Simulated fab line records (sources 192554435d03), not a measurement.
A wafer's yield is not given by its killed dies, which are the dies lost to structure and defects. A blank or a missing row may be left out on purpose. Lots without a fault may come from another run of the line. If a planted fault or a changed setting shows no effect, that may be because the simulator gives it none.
Matching of chambers    flow n5_finfet    N5_HKMG_FIN_ALD_21 on ald_metal-01: 4 sister chambers
The step deposits TiN, target thk 1.5 nm, pulse time 1 s, purge time 3 s. 20 wafers are shown with their chamber, then 10 later ones without.

== WAFERS PAIRED WITH THEIR CHAMBERS ==
wafer   chamber  heater_power_w (W)  precursor_pulse_height_rel  susceptor_temp_C (C)
L074.2  2        881                 0.996                       400.27
L074.3  1        862                 0.985                       399.79
L074.6  2        850                 0.990                       400.46
L078.1  0        949                 1.033                       400.04
L078.2  3        634                 1.019                       400.05
L078.5  0        925                 1.014                       400.07
L081.1  2        883                 1.003                       400.10
L081.3  3        633                 0.981                       399.64
L081.6  2        870                 0.989                       400.19
L083.1  3        646                 0.978                       400.36
L083.2  2        885                 0.977                       400.31
L083.6  2        866                 0.979                       400.17
L084.1  2        898                 1.010                       400.10
L084.4  0        913                 1.012                       400.04
L084.5  2        866                 1.000                       399.98
L085.1  2        859                 1.009                       400.05
L085.3  0        951                 0.985                       399.84
L085.6  1        845                 1.041                       400.14
L087.2  2        884                 0.984                       400.08
L087.3  1        843                 1.003                       400.28

SIGNATURES (averages over the wafers above)
reading                     chamber 0  chamber 1  chamber 2  chamber 3  scatter within a chamber
heater_power_w              934.50     850.00     874.20     637.67     14.2
precursor_pulse_height_rel  1.01100    1.00967    0.99370    0.99267    0.0179
susceptor_temp_C            399.9975   400.0700   400.1710   400.0167   0.194
Rule: a wafer's distance from a chamber is the root of the sum, over the readings, of the square of ((its reading less the chamber's mean) divided by the reading's scatter). The wafer belongs to the nearest chamber; if the next one is less than 2 further off, it can't be placed. The scatter: the root of (the sum of the squares of (reading less its chamber's mean) over the shown wafers, divided by (wafers less chambers)).

== WAFERS WHOSE CHAMBER IS MISSING ==
wafer   heater_power_w (W)  precursor_pulse_height_rel  susceptor_temp_C (C)
L087.5  641                 0.991                       400.58
L089.1  867                 1.049                       399.95
L089.2  961                 1.022                       399.55
L089.3  846                 0.978                       399.89
L090.2  929                 0.993                       400.37
L090.3  864                 1.000                       399.57
L090.4  824                 0.997                       399.74
L095.2  880                 1.006                       400.03
L095.3  981                 1.005                       400.24
L095.6  627                 0.992                       399.82

== WHICH CHAMBER EACH ONE RAN IN ==
wafer   from the rows above      in truth
L087.5  3                        3
L089.1  can't be placed: 1 or 2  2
L089.2  0                        0
L089.3  can't be placed: 1 or 2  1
L090.2  can't be placed: 0 or 2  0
L090.3  can't be placed: 1 or 2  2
L090.4  can't be placed: 1 or 2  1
L095.2  can't be placed: 2 or 1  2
L095.3  0                        0
L095.6  3                        3
Placed correctly: 4 of 10. These rows do not allow placing 6 (true chamber among the candidates in 6). Number placed wrongly: 0.
